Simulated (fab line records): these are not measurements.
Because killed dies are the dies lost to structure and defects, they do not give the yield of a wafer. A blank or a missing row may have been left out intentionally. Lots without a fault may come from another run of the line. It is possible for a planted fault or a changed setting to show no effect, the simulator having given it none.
Chamber matching / flow nand-harc / NHARC_P_M2_PRE_CLEAN_32 on pecvd-01: 3 sister chambers
The step time 12 s. 3 wafers are shown with their chamber, then 9 later ones without.

== WAFERS, EACH WITH ITS CHAMBER ==
wafer=L081.3; chamber=1; heater-power-w (W)=630
wafer=L090.4; chamber=2; heater-power-w (W)=625
wafer=L090.5; chamber=0; heater-power-w (W)=613

== WAFERS WHOSE CHAMBER IS MISSING ==
wafer=L094.1; heater-power-w (W)=563
wafer=L094.2; heater-power-w (W)=657
wafer=L094.5; heater-power-w (W)=676
wafer=L096.3; heater-power-w (W)=652
wafer=L096.5; heater-power-w (W)=654
wafer=L096.6; heater-power-w (W)=629
wafer=L097.1; heater-power-w (W)=630
wafer=L097.3; heater-power-w (W)=625
wafer=L097.6; heater-power-w (W)=620

== THE CHAMBER EACH PASSED THROUGH ==
wafer=L094.1; from the rows above=can't be placed: 0 or 2 or 1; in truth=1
wafer=L094.2; from the rows above=can't be placed: 1 or 2 or 0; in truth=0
wafer=L094.5; from the rows above=can't be placed: 1 or 2 or 0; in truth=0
wafer=L096.3; from the rows above=can't be placed: 1 or 2 or 0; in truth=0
wafer=L096.5; from the rows above=can't be placed: 1 or 2 or 0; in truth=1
wafer=L096.6; from the rows above=can't be placed: 1 or 2 or 0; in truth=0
wafer=L097.1; from the rows above=can't be placed: 1 or 2 or 0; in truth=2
wafer=L097.3; from the rows above=can't be placed: 2 or 1 or 0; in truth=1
wafer=L097.6; from the rows above=can't be placed: 2 or 0 or 1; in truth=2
0 of 9 placed correctly. From these rows, 9 cannot be placed; in 9 the true chamber is one of the candidates. 0 placed wrongly.
How it was worked out, from the rows above alone: a wafer's distance from a chamber is the root of the sum, over the readings, of the square of ((its reading less the chamber's mean) divided by the reading's scatter). If the next closest chamber is less than 2 further off than the closest, the wafer can't be placed; otherwise it belongs to the closest. A chamber's mean is the mean of its shown wafers. The scatter (one wafer shown for each chamber): square how far every hidden wafer sits from the nearest shown wafer, average those squares and take the square root.
